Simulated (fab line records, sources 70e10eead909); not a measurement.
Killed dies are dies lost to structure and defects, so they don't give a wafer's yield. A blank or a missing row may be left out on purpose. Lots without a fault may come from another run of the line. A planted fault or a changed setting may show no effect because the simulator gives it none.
fab line records | flow nand_harc
record lots=5 wafers=13 last_day=33
route steps=1302 shown A_SGD_CUT@907
lots that met no fault: from a run of the same line without faults
start_h: hours from the record's first day to the start of the lot's first wafer shown | wait_h: hours since the lot's step before | " the same as in the row above | L1.1+2: a row that stands for several wafers | - no value, or no start given | * or withheld: withheld | < > ~ a bound
route shown NAME@n: a module of which the file shows steps, and the number in the route of the first | usual: mean/standard deviation of fault-free wafers | same: alike in all rows | chamber/n: place in a boat | sites: the reading at each site | _std_site: their standard deviation | _edge_site: outer sites' mean less inner sites' | radius_mm: how far each site lies from the wafer's centre | mask NAME#n: copy n | behind: the tool/chamber that last shaped the wafer | hold: why the lot was held/for how many hours/how that ended | device: the transistor (n, p or np) that didn't switch | end of line: the same wafers' tests at the end of the route | a step without rows: its recipe alone | killed: dies lost to structure and defects at the first sort, not the wafer's yield | map: a wafer's dies, x killed, . not, _ none there
set.NAME: the setting as run; set.NAME@STEP: as run at that earlier step | model.NAME: the simulator's own value behind a step, which no gauge read
lots at some steps of the route; a table a step, a row a wafer
services: from which hour (start_h, from the record's first day; less than 0 if before it) a tool's chamber was out of use, for how many hours, and why
## steps
# step NHARC_A_SGD_CUT_ETCH_15
# recipe target_depth_a=750 time_s=64.3 ch3f_flow_sccm=50 o2_flow_sccm=30 ar_flow_sccm=200 rf_w=500 bias_w=100 chemistry=CH3F/O2
# usual bias_w=99.99/0.28 drypump_motor_current_A=5.9/0.41 oes_product_au=0.969/0.016 rf_vpp_V=263.9/1.6 showerhead_plenum_p_Torr=2.46/0.1 throttle_valve_pct=20.664/0.0085
# columns lot.wafer tool chamber start_h wait_h bias_w drypump_motor_current_A oes_product_au rf_hours_counter_h rf_vpp_V showerhead_plenum_p_Torr throttle_valve_pct
L982.4 rie_diel-10 1 - - 100.00 5.4 0.961 4 260.7 2.30 20.656
L982.2 " 2 " " 99.71 5.5 0.978 4 264.0 2.42 20.671
L982.3 " 3 " " 99.57 5.9 0.971 5 264.3 2.53 20.654
L985.2 rie_diel-01 1 - - 100.01 5.4 0.967 7 265.4 2.61 20.667
L985.1 " 0 " " 100.00 6.0 0.966 7 267.7 2.56 20.675
L985.5 " 2 " " 100.02 6.6 0.990 - 260.7 2.30 20.656
L992.6 rie_diel-01 3 - - 99.42 6.2 0.975 - 262.6 2.38 20.664
L100.2 rie_diel-10 3 - - 100.19 5.9 0.983 2 265.9 2.53 20.674
L100.6 " 0 " " 100.19 5.9 0.962 - 265.7 2.49 20.639
L100.5 " 1 " " 100.11 5.4 0.965 - 262.5 2.30 20.660
L101.4 rie_diel-10 1 - - 99.74 5.4 0.971 3 262.4 2.30 20.669
L101.6 " 2 " " 99.83 5.5 0.974 - 262.6 2.41 20.665
L101.5 " 3 " " 99.78 5.9 0.962 - 265.1 2.53 20.674
# step NHARC_A_SGD_CUT_ETCH_16
# recipe target_depth_a=3105 time_s=155.2 c4f8_flow_sccm=withheld o2_flow_sccm=8 ar_flow_sccm=withheld rf_w=600 bias_w=800 chemistry=C4F8/O2/Ar
# usual bias_w=800.2/2.6 oes_product_au=0.978/0.016 rf_vpp_V=723/3.9
# columns lot.wafer tool chamber start_h wait_h bias_w oes_product_au rf_hours_counter_h rf_vpp_V
L982.4 rie_diel-10 1 - - 799.0 0.983 4 717
L982.2 " 2 " " 800.4 0.980 4 721
L982.3 " 3 " " 804.6 0.989 5 727
L985.1 rie_diel-01 3 - - 805.7 0.991 7 720
L985.2 " 1 " " 798.9 0.995 7 729
L985.5 " 3 " " 805.1 0.976 - 720
L992.6 rie_diel-01 1 - - 799.1 1.000 - 729
L100.2 rie_diel-10 3 - - 801.2 0.978 2 726
L100.6 " 3 " " 798.5 0.979 - 727
L100.5 " 0 " " 802.5 0.981 - 725
L101.4 rie_diel-10 2 - - 805.4 0.979 3 721
L101.6 " 2 " " 799.6 0.979 - 722
L101.5 " 3 " " 795.8 0.979 - 726
# step NHARC_A_SGD_CUT_STRIP_60
# recipe c4f8_flow_sccm=withheld o2_flow_sccm=8 ar_flow_sccm=withheld bias_w=0 chemistry=C4F8/O2/Ar
# step NHARC_A_SGD_CUT_STRIP_17
# recipe o2_flow_sccm=500 ar_flow_sccm=0 bias_w=0 chemistry=O2
# usual drypump_motor_current_A=5.9/0.41 oes_product_au=1.007/0.011 rf_vpp_V=57.9/0.88 showerhead_plenum_p_Torr=3.54/0.14 throttle_valve_pct=17.036/0.008
# same bias_w=0
# columns lot.wafer tool chamber start_h wait_h drypump_motor_current_A oes_product_au rf_hours_counter_h rf_vpp_V showerhead_plenum_p_Torr throttle_valve_pct
L982.4 rie_diel-10 3 - - 5.9 1.008 5 57.3 3.63 17.045
L982.2 " 0 " " 5.9 1.025 5 58.6 3.58 17.054
L982.3 " 2 " " 5.5 0.999 4 56.7 3.47 17.056
L985.2 rie_diel-01 2 - - 6.6 1.015 8 57.7 3.31 17.032
L985.1 " 0 " " 6.1 0.992 7 56.7 3.67 17.023
L985.5 " 2 " " 6.6 1.019 - 57.5 3.31 17.028
L992.6 rie_diel-01 3 - - 6.2 1.031 - 59.1 3.43 17.038
L100.2 rie_diel-10 1 - - 5.4 1.022 2 57.2 3.30 17.027
L100.6 " 3 " " 5.9 1.005 - 57.3 3.63 17.043
L100.5 " 0 " " 5.9 1.021 - 57.9 3.57 17.037
L101.4 rie_diel-10 1 - - 5.4 1.009 3 57.6 3.30 17.033
L101.6 " 3 " " 5.9 1.007 - 57.5 3.63 17.047
L101.5 " 0 " " 5.9 1.010 - 56.1 3.57 17.027
# step NHARC_A_SGD_CUT_PRECLEAN_18
# recipe time_s=* temp_c=50 bath_age_min=0 chemistry=SC1
# step NHARC_A_SGD_CUT_SRD_19
# step NHARC_A_SGD_CUT_DEP_20
# recipe target_thk_a=1500 temp_c=65 material=SiO2
# step NHARC_A_SGD_CUT_ANNEAL_27
# recipe temp_c=450 time_s=1800
# step NHARC_A_SGD_CUT_CMP_21
# recipe target_thk_nm=148.19
# usual motor_current_A=11.9/1.4 pad_life_wafers=198/100 slurry_filter_dp_kPa=13.50/0.14 time_to_endpoint_s=50/3.3
# columns lot.wafer tool chamber start_h wait_h motor_current_A pad_life_wafers slurry_filter_dp_kPa time_to_endpoint_s
L982.3 cmp-02 2 501.62 0.4 12.5 270 13.57 51
L982.4 " 3 " " 10.6 271 13.54 47
L982.2 " 1 " " 14.1 273 13.67 52
L985.2 cmp-01 2 501.62 0.4 12.7 102 13.53 48
L985.1 " 1 " " 15.0 105 13.37 53
L985.5 " 3 " " 11.8 - 13.68 44
L992.6 cmp-02 0 573.65 0.5 9.9 - 13.70 53
L100.2 cmp-02 1 654.14 0.4 13.6 114 13.61 51
L100.5 " 1 " " 13.2 - 13.46 52
L100.6 " 2 " " 12.3 - 13.39 49
L101.4 cmp-02 1 665.43 0.4 14.1 171 13.40 54
L101.6 " 2 " " 12.7 - 13.55 53
L101.5 " 3 " " 10.0 - 13.55 47
# step NHARC_A_SGD_CUT_THK_MEAS_22
# recipe thk_meas_gauge=ellipsometry
# usual thk_nm=148.4/1.6
# columns lot.wafer tool chamber start_h wait_h thk_nm
L982.2 film_metro-02 - 501.88 0.2 148.2
L982.3 " - " " 147.8
L982.4 " - " " 148.5
L985.1 film_metro-01 - 501.88 0.2 147.6
L985.2 " - " " 147.0
L985.5 " - " " 145.2
L992.6 film_metro-01 - 573.81 0.1 149.7
L100.2 film_metro-01 - 654.39 0.2 147.6
L100.5 " - " " 146.6
L100.6 " - " " 148.6
L101.4 film_metro-02 - 665.62 0.2 147.2
L101.5 " - " " 148.0
L101.6 " - " " 146.9
# step NHARC_A_SGD_CUT_SRD_23
# step NHARC_A_SGD_CUT_ETCH_26
# recipe target_depth_a=458 chemistry=dHF material=SiO2
# step NHARC_A_SGD_CUT_ETCHBACK_24
# recipe target_depth_a=500 over_etch_frac=0.3 time_s=92.857 ion_energy_ev=120 ch3f_flow_sccm=50 o2_flow_sccm=30 ar_flow_sccm=200 rf_w=500 bias_w=100 chemistry=CH3F/O2
# usual bias_w=100.01/0.28 drypump_motor_current_A=5.9/0.41 oes_product_au=0.97/0.037 rf_vpp_V=244.5/1.6 showerhead_plenum_p_Torr=2.46/0.1 throttle_valve_pct=20.664/0.0086
# same over_etch_frac=0.3
# columns lot.wafer tool chamber start_h wait_h bias_w drypump_motor_current_A oes_product_au rf_hours_counter_h rf_vpp_V showerhead_plenum_p_Torr throttle_valve_pct
L982.3 rie_diel-01 2 502.11 0.2 99.58 6.7 1.01 8 242.0 2.30 20.669
L982.2 " 3 " " 99.62 6.2 1.02 7 243.0 2.39 20.662
L982.4 " 0 " " 99.93 6.0 1.00 7 245.8 2.56 20.665
L985.1 rie_diel-10 3 502.12 0.2 100.46 5.9 0.91 5 245.0 2.53 20.669
L985.2 " 1 " " 99.74 5.4 0.94 4 242.6 2.30 20.658
L985.5 " 2 " " 100.14 5.5 0.91 - 244.8 2.42 20.654
L992.6 rie_diel-10 2 574.09 0.2 100.44 5.5 0.82 - 243.5 2.42 20.668
L100.2 rie_diel-01 0 654.62 0.1 100.82 6.1 1.00 7 246.0 2.56 20.660
L100.6 " 0 " " 100.28 6.0 1.00 - 246.6 2.56 20.673
L100.5 " 1 " " 100.55 5.4 1.02 - 246.1 2.61 20.672
L101.5 rie_diel-07 1 665.91 0.2 99.89 5.4 1.00 - 245.0 2.48 20.677
L101.4 " 2 " " 100.27 6.6 1.00 - 244.6 2.47 20.662
L101.6 " 0 " " 99.95 5.5 1.01 - 244.4 2.52 20.676
# step NHARC_A_SGD_CUT_STRIP_28
# recipe time_s=20 o2_flow_sccm=500 ar_flow_sccm=0 bias_w=0 chemistry=O2
# usual drypump_motor_current_A=5.8/0.4 oes_product_au=1.006/0.011 rf_vpp_V=57.7/0.9 showerhead_plenum_p_Torr=3.53/0.14 throttle_valve_pct=17.036/0.0091
# same bias_w=0
# columns lot.wafer tool chamber start_h wait_h drypump_motor_current_A oes_product_au rf_hours_counter_h rf_vpp_V showerhead_plenum_p_Torr throttle_valve_pct
L982.3 rie_diel-01 3 - - 6.2 1.017 7 56.3 3.43 17.050
L982.4 " 0 " " 6.1 0.990 7 56.7 3.67 17.031
L982.2 " 2 " " 6.6 1.018 8 57.7 3.31 17.035
L985.1 rie_diel-10 2 502.27 0.1 5.5 0.984 4 56.3 3.47 17.038
L985.2 " 3 " " 5.9 0.993 5 56.2 3.63 17.042
L985.5 " 3 " " 5.9 1.000 - 58.6 3.63 17.034
L992.6 rie_diel-10 2 - - 5.6 0.995 - 58.6 3.47 17.011
L100.2 rie_diel-01 1 654.79 0.2 5.4 1.018 6 58.6 3.74 17.040
L100.5 " 2 " " 6.6 0.996 - 57.1 3.30 17.041
L100.6 " 0 " " 6.1 1.014 - 58.8 3.66 17.050
L101.6 rie_diel-07 0 666.03 0.1 5.5 1.001 - 57.3 3.61 17.040
L101.4 " 1 " " 5.4 0.996 - 57.3 3.56 17.049
L101.5 " 2 " " 6.6 1.015 - 57.4 3.55 17.047
## services
# columns tool chamber start_h hours kind
cmp-01 - 479.70 4.0 pm
rie_diel-07 3 484.98 10.3 repair
rie_diel-10 0 499.74 4.9 repair
cmp-01 - 505.93 0.6 repair
rie_diel-10 2 509.50 4.9 repair
cmp-02 - 512.96 2.0 repair
rie_diel-07 2 516.20 3.2 repair
cmp-02 - 525.95 0.5 repair
cmp-02 - 526.50 4.0 pm
cmp-01 - 528.35 7.4 repair
rie_diel-01 0 555.35 1.4 repair
rie_diel-01 - 557.80 9.0 pm
cmp-01 - 569.26 2.2 repair
cmp-01 - 577.70 4.0 pm
rie_diel-07 1 582.54 3.6 repair
rie_diel-01 2 585.60 7.8 repair
rie_diel-10 - 596.50 9.0 pm
rie_diel-07 3 603.12 7.9 repair
cmp-02 - 624.50 4.0 pm
cmp-01 - 633.29 0.3 repair
rie_diel-01 3 637.68 29.2 repair
rie_diel-07 3 644.79 21.4 repair
rie_diel-07 - 648.26 9.0 pm
rie_diel-01 0 662.68 1.5 repair
## key
first_sign step=NHARC_A_SGD_CUT_ETCHBACK_24 reading=oes_product_au direction=down sigmas=4.1 usual=0.97 struck=0.82
effect none on later readings
met_at NHARC_A_SGD_CUT_ETCHBACK_24
struck_wafers L992.6
later_rows_left_out L992.6
sort_left_out L992.6
tester_left_out L992
onset_between 502.12 574.09
fault kind=process_parameter_drift tool=rie_diel-10 chamber=- onset_h=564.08 steps=NHARC_A_SGD_CUT_ETCHBACK_24 channel=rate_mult offset=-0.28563 shape=step end_h=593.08
# tester_left_out: of these lots the tester's yield and bins aren't shown, on N5 and GAA mostly nor the transistor test; their killed dies are dies lost to structure and defects alone, not to doping, threshold or leakage, so they don't give the yield
# sort_left_out: the simulated sort isn't trusted on such a fault, so these wafers' sort isn't shown, and their yield isn't known
# later_rows_left_out: the simulator's readings of these wafers behind a module that went badly wrong aren't trusted and aren't shown, but for the sort
